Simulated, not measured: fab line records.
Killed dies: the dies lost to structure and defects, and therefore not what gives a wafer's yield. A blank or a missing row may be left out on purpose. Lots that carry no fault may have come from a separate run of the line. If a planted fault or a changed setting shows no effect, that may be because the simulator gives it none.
fab line records	flow nandHarc
[record] lots = 24	wafers = 72	lastDay = 25
route steps=1159 shown A_ZERO_WELL@412 A_CHANNEL_HOLE_D1@464 A_CHANNEL_FILL_D1@496
lots with no fault: from the same line, run without faults
startH: hours from the record's opening day to when the first of the lot's shown wafers began	waitH: hours since the lot's step before	" the same as in the row above	L1.1+2: a row that stands for several wafers	- no value, or no start given	* or withheld: withheld	< > ~ a bound
route shown NAME@n: a module of which the file shows steps, and the number in the route of the first	usual: mean/standard deviation of fault-free wafers	same: alike in all rows	chamber/n: place in a boat	sites: each site's reading	_std_site: the standard deviation of these	_edge_site: inner sites' mean taken away from outer sites' mean	radiusMm: how far each site lies from the wafer's centre	mask NAME#n: copy n	behind: the last tool/chamber to shape the wafer	hold: why the lot went on hold/how many hours it stayed there/how the hold came to an end	device: the n, p or np transistor that did not switch	end of line: tests run on the same wafers once the route is complete	a step given without rows: its recipe and nothing more	killed: the dies lost at the first sort to structure and to defects; this is not the yield of the wafer	map: dies across one wafer; x = killed, . = not, _ = none there
set.NAME: the setting the step ran with; set.NAME@STEP: the setting that earlier step ran with	model.NAME: the simulator's own value behind a step, which no gauge read
the route's steps for a sample of lots (tables are steps, rows are wafers)
services: when a tool's chamber went out of use (startH, in hours from the record's first day, below 0 if earlier), for how many hours, and the reason
[[steps]]
[step NHARC_A_ZERO_WELL_INSPECT_17]
[usual] rawDefectCount = 10/4.9
lot.wafer	tool	chamber	startH	waitH	rawDefectCount
L074.1	defectInspect-01	-	145.73	0.2	5
L074.2	"	-	"	"	12
L074.3	"	-	"	"	8
L075.2	defectInspect-02	-	145.90	0.1	16
L075.3	"	-	"	"	6
L075.4	"	-	"	"	14
L076.2	defectInspect-02	-	153.22	0.1	8
L076.5	"	-	"	"	12
L076.6	"	-	"	"	6
L077.1	defectInspect-02	-	153.70	0.2	10
L077.3	"	-	"	"	21
L077.4	"	-	"	"	3
L078.2	defectInspect-01	-	154.47	0.1	12
L078.5	"	-	"	"	6
L078.6	"	-	"	"	2
L079.1	defectInspect-02	-	167.78	0.2	11
L079.4	"	-	"	"	7
L079.6	"	-	"	"	15
L081.1	defectInspect-01	-	178.82	0.2	18
L081.2	"	-	"	"	3
L081.5	"	-	"	"	9
L080.1	defectInspect-02	-	179.58	0.2	23
L080.5	"	-	"	"	1
L080.6	"	-	"	"	10
L083.1	defectInspect-02	-	187.66	0.2	14
L083.2	"	-	"	"	11
L083.5	"	-	"	"	15
L082.1	defectInspect-01	-	190.58	0.2	14
L082.2	"	-	"	"	19
L082.5	"	-	"	"	15
L084.4	defectInspect-01	-	191.62	0.1	7
L084.5	"	-	"	"	11
L084.6	"	-	"	"	9
L086.1	defectInspect-02	-	212.83	0.2	12
L086.2	"	-	"	"	20
L086.6	"	-	"	"	6
L087.1	defectInspect-02	-	213.13	0.2	6
L087.3	"	-	"	"	6
L087.5	"	-	"	"	5
L085.1	defectInspect-02	-	213.38	0.2	5
L085.4	"	-	"	"	4
L085.6	"	-	"	"	6
L088.1	defectInspect-02	-	215.53	0.2	10
L088.4	"	-	"	"	8
L088.5	"	-	"	"	11
L090.1	defectInspect-02	-	230.23	0.2	15
L090.4	"	-	"	"	6
L090.6	"	-	"	"	10
L089.1	defectInspect-01	-	231.02	0.2	7
L089.3	"	-	"	"	3
L089.6	"	-	"	"	3
L091.1	defectInspect-01	-	237.76	0.2	7
L091.2	"	-	"	"	9
L091.3	"	-	"	"	3
L092.1	defectInspect-02	-	240.41	0.2	9
L092.2	"	-	"	"	4
L092.6	"	-	"	"	4
L093.1	defectInspect-01	-	249.40	0.2	7
L093.3	"	-	"	"	9
L093.6	"	-	"	"	11
L094.2	defectInspect-01	-	254.93	0.1	6
L094.4	"	-	"	"	13
L094.5	"	-	"	"	8
L095.3	defectInspect-02	-	256.06	0.1	9
L095.4	"	-	"	"	6
L095.5	"	-	"	"	3
L096.1	defectInspect-01	-	260.84	0.2	8
L096.2	"	-	"	"	20
L096.6	"	-	"	"	12
L097.3	defectInspect-02	-	271.64	0.1	24
L097.4	"	-	"	"	7
L097.6	"	-	"	"	13
[step NHARC_A_CHANNEL_HOLE_D1_INSPECT_12]
[usual] rawDefectCount = 5.6/2.8
lot.wafer	tool	chamber	startH	waitH	rawDefectCount
L074.1	defectInspect-01	-	184.96	0.0	10
L074.2	"	-	"	"	13
L074.3	"	-	"	"	9
L075.2	defectInspect-01	-	186.61	0.0	5
L075.3	"	-	"	"	6
L075.4	"	-	"	"	7
L078.2	defectInspect-02	-	195.45	0.0	2
L078.5	"	-	"	"	6
L078.6	"	-	"	"	9
L077.1	defectInspect-02	-	196.31	0.0	4
L077.3	"	-	"	"	2
L077.4	"	-	"	"	3
L076.2	defectInspect-02	-	196.33	0.0	4
L076.5	"	-	"	"	1
L076.6	"	-	"	"	7
L079.1	defectInspect-01	-	204.34	0.0	9
L079.4	"	-	"	"	8
L079.6	"	-	"	"	7
L080.1	defectInspect-02	-	216.22	0.0	5
L080.5	"	-	"	"	9
L080.6	"	-	"	"	6
L081.1	defectInspect-01	-	216.78	0.0	13
L081.2	"	-	"	"	9
L081.5	"	-	"	"	4
L083.1	defectInspect-01	-	226.00	0.0	6
L083.2	"	-	"	"	5
L083.5	"	-	"	"	6
L084.4	defectInspect-02	-	226.68	0.0	4
L084.5	"	-	"	"	1
L084.6	"	-	"	"	5
L082.1	defectInspect-02	-	227.72	0.0	3
L082.2	"	-	"	"	6
L082.5	"	-	"	"	4
L087.1	defectInspect-01	-	253.58	0.0	4
L087.3	"	-	"	"	5
L087.5	"	-	"	"	11
L088.1	defectInspect-01	-	255.33	0.0	4
L088.4	"	-	"	"	3
L088.5	"	-	"	"	5
L085.1	defectInspect-01	-	255.54	0.0	6
L085.4	"	-	"	"	9
L085.6	"	-	"	"	8
L086.1	defectInspect-01	-	255.70	0.0	0
L086.2	"	-	"	"	5
L086.6	"	-	"	"	1
L089.1	defectInspect-01	-	269.88	0.0	6
L089.3	"	-	"	"	3
L089.6	"	-	"	"	3
L090.1	defectInspect-01	-	269.91	0.0	6
L090.4	"	-	"	"	7
L090.6	"	-	"	"	4
L091.1	defectInspect-01	-	274.83	0.0	3
L091.2	"	-	"	"	6
L091.3	"	-	"	"	7
L092.1	defectInspect-01	-	275.40	0.0	3
L092.2	"	-	"	"	5
L092.6	"	-	"	"	3
L093.1	defectInspect-02	-	290.49	0.0	7
L093.3	"	-	"	"	9
L093.6	"	-	"	"	6
L094.2	defectInspect-01	-	290.55	0.0	2
L094.4	"	-	"	"	6
L094.5	"	-	"	"	1
L095.3	defectInspect-02	-	290.69	0.0	7
L095.4	"	-	"	"	3
L095.5	"	-	"	"	6
L096.1	defectInspect-01	-	301.45	0.0	9
L096.2	"	-	"	"	4
L096.6	"	-	"	"	7
L097.3	defectInspect-01	-	313.67	0.0	15
L097.4	"	-	"	"	7
L097.6	"	-	"	"	5
[step NHARC_A_CHANNEL_HOLE_D1_ETCH_21]
[recipe] biasV = 3000	sourceW = withheld	pressureMtorr = 20	timeS = 514.3	arFlowSccm = 375	c4f8FlowSccm = 89.3	o2FlowSccm = 35.7	tempC = -20	targetDepthA = 16000	chemistry = C4F8/O2/Ar
[usual] drypumpMotorCurrentA = 5.8/0.48	showerheadPlenumPTorr = 3.73/0.13	throttleValvePct = 32.155/0.008
lot.wafer	tool	chamber	startH	waitH	drypumpMotorCurrentA	rfHoursCounterH	showerheadPlenumPTorr	throttleValvePct
L074.1	harEtch-02	0	186.63	0.3	5.4	106	3.53	32.141
L074.2	"	1	"	"	5.9	106	3.87	32.159
L074.3	"	0	"	"	5.4	-	3.53	32.146
L075.2	harEtch-01	0	188.35	0.3	5.5	180	3.83	32.159
L075.3	"	1	"	"	6.6	-	3.74	32.167
L075.4	"	0	"	"	5.5	-	3.83	32.149
L078.2	harEtch-01	0	197.20	0.3	5.4	186	3.83	32.148
L078.6	"	1	"	"	6.6	-	3.73	32.160
L078.5	"	0	"	"	5.5	-	3.83	32.159
L077.1	harEtch-02	0	198.06	0.3	5.4	113	3.52	32.154
L077.4	"	1	"	"	5.9	-	3.87	32.173
L077.3	"	0	"	"	5.4	-	3.53	32.153
L076.2	harEtch-01	1	201.30	0.3	6.6	189	3.73	32.173
L076.6	"	1	"	"	6.6	-	3.73	32.159
L076.5	"	0	"	"	5.5	-	3.83	32.158
L079.1	harEtch-02	1	206.09	0.3	5.9	118	3.87	32.126
L079.4	"	1	"	"	5.8	-	3.87	32.163
L079.6	"	0	"	"	5.4	-	3.52	32.160
L080.1	harEtch-02	1	217.91	0.3	5.9	123	3.86	32.158
L080.5	"	1	"	"	5.9	-	3.86	32.156
L080.6	"	0	"	"	5.4	-	3.52	32.143
L081.2	harEtch-01	0	218.46	0.3	5.5	196	3.82	32.160
L081.1	"	1	"	"	6.6	196	3.73	32.161
L081.5	"	1	"	"	6.6	-	3.73	32.149
L083.1	harEtch-01	0	227.69	0.3	5.5	200	3.82	32.163
L083.2	"	1	"	"	6.6	200	3.72	32.148
L083.5	"	0	"	"	5.4	-	3.82	32.143
L084.4	harEtch-02	0	228.56	0.3	5.4	-	3.52	32.151
L084.6	"	1	"	"	5.8	-	3.86	32.153
L084.5	"	0	"	"	5.4	-	3.52	32.158
L082.1	harEtch-01	0	231.84	0.3	5.5	204	3.82	32.160
L082.2	"	1	"	"	6.6	204	3.72	32.143
L082.5	"	1	"	"	6.6	-	3.72	32.137
L087.1	harEtch-01	1	255.27	0.3	6.6	211	3.72	32.155
L087.3	"	1	"	"	6.6	-	3.72	32.148
L087.5	"	1	"	"	6.6	-	3.72	32.162
L088.1	harEtch-02	0	257.00	0.3	5.4	137	3.51	32.154
L088.4	"	1	"	"	5.9	-	3.85	32.161
L088.5	"	1	"	"	5.9	-	3.86	32.164
L085.1	harEtch-01	0	259.52	0.3	5.5	215	3.81	32.153
L085.4	"	1	"	"	6.6	-	3.72	32.152
L085.6	"	0	"	"	5.5	-	3.81	32.161
L086.1	harEtch-02	1	261.16	0.3	5.9	141	3.85	32.168
L086.2	"	0	"	"	5.4	141	3.51	32.146
L086.6	"	1	"	"	5.9	-	3.85	32.174
L090.1	harEtch-02	0	271.58	0.3	5.4	145	3.51	32.161
L090.4	"	0	"	"	5.4	-	3.51	32.157
L090.6	"	0	"	"	5.4	-	3.51	32.154
L089.1	harEtch-01	1	271.71	0.3	6.6	222	3.71	32.158
L089.3	"	0	"	"	5.5	-	3.81	32.155
L089.6	"	0	"	"	5.5	-	3.81	32.150
L091.2	harEtch-02	1	276.49	0.3	5.9	149	3.85	32.152
L091.1	"	0	"	"	5.4	149	3.51	32.155
L091.3	"	1	"	"	5.8	-	3.85	32.162
L092.2	harEtch-01	1	277.07	0.3	6.6	226	3.71	32.169
L092.1	"	0	"	"	5.5	226	3.81	32.152
L092.6	"	1	"	"	6.6	-	3.71	32.168
L094.2	harEtch-01	0	292.22	0.3	5.5	233	3.80	32.158
L094.4	"	1	"	"	6.6	-	3.71	32.144
L094.5	"	1	"	"	6.6	-	3.71	32.162
L095.4	harEtch-02	1	292.50	0.3	5.9	-	3.84	32.164
L095.3	"	0	"	"	5.4	-	3.50	32.159
L095.5	"	1	"	"	5.9	-	3.84	32.151
L093.1	harEtch-01	1	296.46	0.3	6.6	237	3.70	32.148
L093.3	"	1	"	"	6.6	-	3.70	32.139
L093.6	"	0	"	"	5.5	-	3.80	32.163
L096.2	harEtch-02	0	303.12	0.3	5.4	163	3.50	32.150
L096.1	"	1	"	"	5.9	163	3.84	32.154
L096.6	"	0	"	"	5.4	-	3.50	32.171
L097.3	harEtch-02	0	315.50	0.3	5.4	-	3.50	32.162
L097.4	"	1	"	"	5.9	-	3.84	32.165
L097.6	"	1	"	"	5.9	-	3.84	32.153
[step NHARC_A_CHANNEL_HOLE_D1_ETCH_44]
[recipe] targetDepthA = 1400	overetchA = 140	timeS = 77	ionEnergyEv = 100	cf4FlowSccm = 80	o2FlowSccm = 20	arFlowSccm = 0	rfW = 300	biasW = 100	chemistry = CF4/O2
[usual] drypumpMotorCurrentA = 5.80/0.29	oesProductAu = 1.004/0.011	rfVppV = 198.1/1.3	showerheadPlenumPTorr = 1.35/0.057	throttleValvePct = 13.398/0.0078
lot.wafer	tool	chamber	startH	waitH	drypumpMotorCurrentA	oesProductAu	rfHoursCounterH	rfVppV	showerheadPlenumPTorr	throttleValvePct
L074.3	rieDiel-09	0	190.91	0.1	5.50	0.997	7	194.9	1.26	13.408
L074.2	"	1	"	"	5.72	0.999	7	197.1	1.39	13.393
L074.1	"	3	"	"	5.82	0.980	7	198.2	1.36	13.394
L075.4	rieDiel-12	2	192.59	0.1	6.10	0.997	11	198.2	1.33	13.392
L075.3	"	3	"	"	5.59	1.037	12	199.5	1.39	13.405
L075.2	"	0	"	"	5.55	1.013	12	200.6	1.44	13.397
L078.2	rieDiel-09	2	201.44	0.1	6.09	0.983	9	199.8	1.39	13.388
L078.6	"	1	"	"	5.75	1.008	-	198.5	1.39	13.386
L078.5	"	2	"	"	6.05	0.992	-	200.7	1.39	13.391
L077.4	rieDiel-11	2	202.30	0.1	5.77	1.002	0	197.3	1.30	13.389
L077.1	"	3	"	"	5.27	1.016	0	199.4	1.42	13.399
L077.3	"	1	"	"	5.65	1.016	0	198.6	1.35	13.401
L076.2	rieDiel-09	0	205.61	0.1	5.52	0.993	8	197.5	1.26	13.391
L076.5	"	0	"	"	5.51	0.990	-	196.3	1.26	13.404
L076.6	"	1	"	"	5.72	0.994	-	198.7	1.39	13.398
L079.4	rieDiel-11	2	210.31	0.1	5.84	0.991	1	198.3	1.30	13.396
L079.1	"	3	"	"	5.27	1.010	1	198.9	1.42	13.403
L079.6	"	1	"	"	5.66	1.011	-	198.8	1.35	13.395
L080.1	rieDiel-11	3	222.20	0.1	5.31	1.012	2	199.9	1.42	13.389
L080.6	"	2	"	"	5.80	0.998	-	198.7	1.30	13.392
L080.5	"	3	"	"	5.29	0.999	-	200.3	1.42	13.413
L081.2	rieDiel-12	0	222.79	0.1	5.53	0.991	0	199.2	1.44	13.396
L081.1	"	1	"	"	6.20	1.001	0	197.6	1.26	13.396
L081.5	"	0	"	"	5.55	0.994	-	199.1	1.44	13.397
L083.2	rieDiel-11	0	231.98	0.1	6.32	1.015	3	196.7	1.35	13.396
L083.1	"	1	"	"	5.66	1.012	2	198.3	1.35	13.420
L083.5	"	0	"	"	6.31	1.027	-	198.0	1.35	13.404
L084.4	rieDiel-12	2	232.64	0.1	6.12	1.019	1	197.2	1.33	13.391
L084.5	"	2	"	"	6.17	1.016	-	198.3	1.33	13.402
L084.6	"	3	"	"	5.57	1.011	-	199.3	1.39	13.389
L082.1	rieDiel-09	2	236.14	0.1	6.07	0.993	12	198.7	1.39	13.400
L082.2	"	1	"	"	5.75	1.014	11	199.3	1.39	13.393
L082.5	"	2	"	"	6.05	1.000	-	199.2	1.39	13.392
L087.1	rieDiel-12	1	259.58	0.1	6.19	1.002	4	195.6	1.26	13.400
L087.3	"	3	"	"	5.60	1.001	4	198.0	1.39	13.396
L087.5	"	0	"	"	5.49	0.992	-	198.2	1.44	13.384
L088.1	rieDiel-11	0	261.34	0.1	6.30	1.007	5	197.1	1.35	13.394
L088.5	"	1	"	"	5.67	1.004	-	198.7	1.35	13.407
L088.4	"	0	"	"	6.29	1.011	-	198.5	1.35	13.387
L085.1	rieDiel-09	1	263.74	0.1	5.76	0.986	0	198.0	1.39	13.394
L085.4	"	2	"	"	6.07	0.992	0	198.8	1.39	13.400
L085.6	"	1	"	"	5.75	0.990	-	198.3	1.39	13.400
L086.2	rieDiel-12	2	265.47	0.1	6.18	1.007	4	197.8	1.33	13.392
L086.1	"	3	"	"	5.57	1.001	4	198.7	1.39	13.385
L086.6	"	1	"	"	6.19	1.005	-	196.0	1.26	13.407
L090.4	rieDiel-11	1	275.91	0.0	5.67	1.020	6	198.5	1.35	13.407
L090.1	"	2	"	"	5.81	0.999	5	197.2	1.30	13.395
L090.6	"	1	"	"	5.65	1.017	-	199.6	1.35	13.395
L089.3	rieDiel-11	2	275.97	0.1	5.82	1.005	5	198.0	1.30	13.394
L089.1	"	3	"	"	5.28	1.022	5	199.2	1.42	13.406
L089.6	"	1	"	"	5.65	1.023	-	197.0	1.35	13.408
L091.2	rieDiel-09	2	280.78	0.1	6.08	0.993	2	200.0	1.39	13.408
L091.1	"	3	"	"	5.81	0.995	2	198.5	1.36	13.398
L091.3	"	1	"	"	5.73	0.989	2	198.3	1.39	13.401
L092.1	rieDiel-11	3	281.36	0.1	5.28	1.011	5	199.2	1.42	13.401
L092.2	"	1	"	"	5.67	1.003	6	196.6	1.35	13.399
L092.6	"	2	"	"	5.82	0.990	-	197.0	1.30	13.407
L094.4	rieDiel-12	0	296.54	0.1	5.56	0.998	6	199.6	1.44	13.414
L094.2	"	1	"	"	6.21	0.996	7	195.6	1.26	13.406
L094.5	"	0	"	"	5.56	1.008	-	199.3	1.44	13.403
L095.4	rieDiel-09	1	296.64	0.1	5.76	0.998	3	199.0	1.39	13.405
L095.3	"	2	"	"	6.08	0.997	3	198.6	1.39	13.396
L095.5	"	2	"	"	6.08	0.994	-	197.7	1.39	13.387
L093.3	rieDiel-12	2	300.70	0.1	6.12	1.015	7	197.9	1.33	13.391
L093.1	"	3	"	"	5.60	1.013	7	197.3	1.39	13.385
L093.6	"	0	"	"	5.55	1.000	-	198.6	1.44	13.390
L096.1	rieDiel-12	0	307.41	0.1	5.53	0.998	7	199.8	1.44	13.406
L096.2	"	3	"	"	5.55	1.008	7	197.9	1.39	13.399
L096.6	"	0	"	"	5.55	0.991	-	198.5	1.44	13.390
L097.4	rieDiel-09	1	319.67	0.1	5.72	0.997	4	198.8	1.39	13.389
L097.3	"	3	"	"	5.80	1.007	4	197.5	1.36	13.401
L097.6	"	0	"	"	5.51	1.010	-	196.1	1.26	13.391
[step NHARC_A_CHANNEL_HOLE_D1_CD_MEAS_30]
[usual] cdNm = 91.0/1.7
lot.wafer	tool	chamber	startH	waitH	cdNm
L074.1	cdSem-03	-	191.71	-	92.3
L074.2	"	-	"	"	90.0
L074.3	"	-	"	"	91.2
L075.2	cdSem-01	-	193.43	-	91.2
L075.3	"	-	"	"	90.4
L075.4	"	-	"	"	87.7
L078.2	cdSem-02	-	202.23	-	92.5
L078.5	"	-	"	"	91.4
L078.6	"	-	"	"	91.4
L077.1	cdSem-03	-	203.10	-	92.1
L077.3	"	-	"	"	91.4
L077.4	"	-	"	"	93.4
L076.2	cdSem-01	-	206.41	-	87.8
L076.5	"	-	"	"	90.3
L076.6	"	-	"	"	93.7
L079.1	cdSem-03	-	211.09	-	91.0
L079.4	"	-	"	"	89.7
L079.6	"	-	"	"	89.4
L080.1	cdSem-03	-	223.00	-	91.2
L080.5	"	-	"	"	90.0
L080.6	"	-	"	"	92.9
L081.1	cdSem-03	-	223.58	-	88.8
L081.2	"	-	"	"	89.4
L081.5	"	-	"	"	89.0
L083.1	cdSem-01	-	232.77	-	90.5
L083.2	"	-	"	"	91.5
L083.5	"	-	"	"	90.9
L084.4	cdSem-02	-	233.45	-	93.0
L084.5	"	-	"	"	93.9
L084.6	"	-	"	"	89.5
L082.1	cdSem-02	-	236.92	-	89.8
L082.2	"	-	"	"	90.9
L082.5	"	-	"	"	89.4
L087.1	cdSem-03	-	260.37	-	92.1
L087.3	"	-	"	"	88.3
L087.5	"	-	"	"	90.7
L088.1	cdSem-01	-	262.24	-	89.9
L088.4	"	-	"	"	91.4
L088.5	"	-	"	"	90.1
L085.1	cdSem-02	-	264.52	-	92.8
L085.4	"	-	"	"	92.9
L085.6	"	-	"	"	92.2
L086.1	cdSem-03	-	266.25	-	87.1
L086.2	"	-	"	"	88.5
L086.6	"	-	"	"	89.9
L090.1	cdSem-02	-	276.70	-	91.1
L090.4	"	-	"	"	91.3
L090.6	"	-	"	"	89.7
L089.1	cdSem-02	-	277.03	-	91.4
L089.3	"	-	"	"	93.3
L089.6	"	-	"	"	90.6
L091.1	cdSem-03	-	281.57	-	93.3
L091.2	"	-	"	"	90.6
L091.3	"	-	"	"	91.6
L092.1	cdSem-02	-	282.15	-	88.3
L092.2	"	-	"	"	89.8
L092.6	"	-	"	"	90.9
L094.2	cdSem-02	-	297.33	-	93.2
L094.4	"	-	"	"	92.3
L094.5	"	-	"	"	91.9
L095.3	cdSem-01	-	297.44	-	92.7
L095.4	"	-	"	"	93.6
L095.5	"	-	"	"	90.4
L093.1	cdSem-03	-	301.48	-	87.0
L093.3	"	-	"	"	92.9
L093.6	"	-	"	"	88.7
L096.1	cdSem-02	-	308.21	-	91.0
L096.2	"	-	"	"	91.1
L096.6	"	-	"	"	90.9
L097.3	cdSem-02	-	320.48	-	94.0
L097.4	"	-	"	"	92.0
L097.6	"	-	"	"	93.6
[step NHARC_A_CHANNEL_FILL_D1_ALD_16]
[recipe] targetThkA = 15	pulseTimeS = 10	aldCycles = 15	tempC = 300	material = SiO2
[usual] heaterPowerW = 463/32	precursorPulseHeightRel = 0.994/0.019
[same] aldCycles = 15
lot.wafer	tool	chamber	startH	waitH	heaterPowerW	precursorPulseHeightRel
L074.3	aldHk-04	0	205.63	0.0	459	1.015
L074.2	"	1	"	"	470	1.003
L074.1	"	2	"	"	474	0.959
L075.3	aldHk-01	0	205.66	0.1	427	1.021
L075.2	"	1	"	"	527	1.004
L075.4	"	2	"	"	479	0.961
L077.4	aldHk-01	0	216.33	0.0	425	1.008
L077.1	"	1	"	"	535	1.018
L077.3	"	2	"	"	471	0.973
L076.2	aldHk-04	1	216.39	0.1	464	0.938
L076.6	"	3	"	"	452	0.989
L076.5	"	0	"	"	453	0.977
L078.2	aldHk-04	3	216.49	0.2	459	0.998
L078.6	"	3	"	"	457	0.961
L078.5	"	0	"	"	461	1.002
L079.4	aldHk-04	0	223.66	0.1	454	0.999
L079.1	"	1	"	"	461	0.993
L079.6	"	0	"	"	452	1.032
L081.2	aldHk-04	1	243.86	2.6	471	0.988
L081.1	"	0	"	"	454	1.011
L081.5	"	1	"	"	456	0.981
L080.1	aldHk-03	3	243.90	2.6	459	1.008
L080.5	"	3	"	"	467	0.977
L080.6	"	0	"	"	510	0.981
L084.4	aldHk-04	1	249.50	0.3	466	0.974
L084.5	"	2	"	"	472	1.003
L084.6	"	3	"	"	456	0.977
L083.2	aldHk-04	1	249.58	0.4	475	0.990
L083.1	"	2	"	"	463	0.981
L083.5	"	2	"	"	473	1.013
L082.2	aldHk-04	3	249.74	0.6	455	0.989
L082.1	"	1	"	"	465	0.973
L082.5	"	0	"	"	445	0.987
L087.1	aldHk-01	0	274.25	1.3	448	0.977
L087.3	"	1	"	"	496	0.997
L087.5	"	0	"	"	452	0.998
L088.1	aldHk-01	2	274.39	1.5	480	0.969
L088.4	"	3	"	"	513	0.986
L088.5	"	3	"	"	497	1.024
L086.1	aldHk-01	1	279.54	2.0	487	0.969
L086.2	"	3	"	"	511	1.005
L086.6	"	1	"	"	492	0.997
L085.4	aldHk-01	1	279.71	2.2	485	1.014
L085.1	"	0	"	"	435	0.994
L085.6	"	2	"	"	482	1.045
L089.3	aldHk-03	0	290.87	0.0	483	1.019
L089.1	"	2	"	"	487	0.979
L089.6	"	1	"	"	370	0.993
L090.4	aldHk-04	0	290.91	0.1	458	0.967
L090.1	"	2	"	"	470	0.977
L090.6	"	0	"	"	460	0.955
L092.2	aldHk-03	2	294.13	0.0	488	0.993
L092.1	"	0	"	"	494	0.995
L092.6	"	2	"	"	489	1.014
L091.1	aldHk-04	2	294.14	0.0	468	0.995
L091.2	"	0	"	"	459	0.978
L091.3	"	1	"	"	463	0.987
L094.2	aldHk-04	3	310.95	0.0	464	0.983
L094.4	"	0	"	"	447	1.008
L094.5	"	0	"	"	454	0.968
L095.4	aldHk-03	2	310.99	0.1	486	0.997
L095.3	"	3	"	"	462	1.022
L095.5	"	1	"	"	369	1.006
L093.1	aldHk-03	2	314.52	0.0	496	0.999
L093.3	"	1	"	"	371	0.989
L093.6	"	2	"	"	483	0.981
L096.2	aldHk-01	1	320.92	0.2	499	1.018
L096.1	"	2	"	"	475	0.961
L096.6	"	1	"	"	491	0.990
L097.3	aldHk-03	2	334.07	0.1	472	1.001
L097.4	"	3	"	"	449	1.009
L097.6	"	0	"	"	474	0.972
[[services]]
tool	chamber	startH	hours	kind
harEtch-01	-	163.60	0.7	repair
rieDiel-12	0	163.84	3.2	repair
aldHk-04	-	186.08	10.0	pm
aldHk-04	0	186.08	10.0	ventCycle
aldHk-04	1	186.08	10.0	ventCycle
aldHk-04	2	186.08	10.0	ventCycle
aldHk-04	3	186.08	10.0	ventCycle
rieDiel-11	-	189.50	9.0	pm
rieDiel-12	-	202.44	9.0	pm
aldHk-01	-	228.00	10.0	pm
rieDiel-09	-	230.84	2.3	repair
rieDiel-09	-	254.10	9.0	pm
rieDiel-11	3	259.25	11.1	repair
rieDiel-12	0	290.22	2.2	repair
harEtch-01	-	306.00	17.0	pm
harEtch-01	0	306.00	17.0	ventCycle
harEtch-01	1	306.00	17.0	ventCycle
harEtch-01	0	323.00	-	clean
harEtch-01	0	323.00	-	consumableReplace:focusRing
harEtch-01	1	323.00	-	clean
harEtch-01	1	323.00	-	consumableReplace:focusRing
rieDiel-12	2	328.88	5.3	repair
rieDiel-12	0	330.98	8.2	repair
rieDiel-09	-	334.00	0.5	repair
[[key]]
fault none
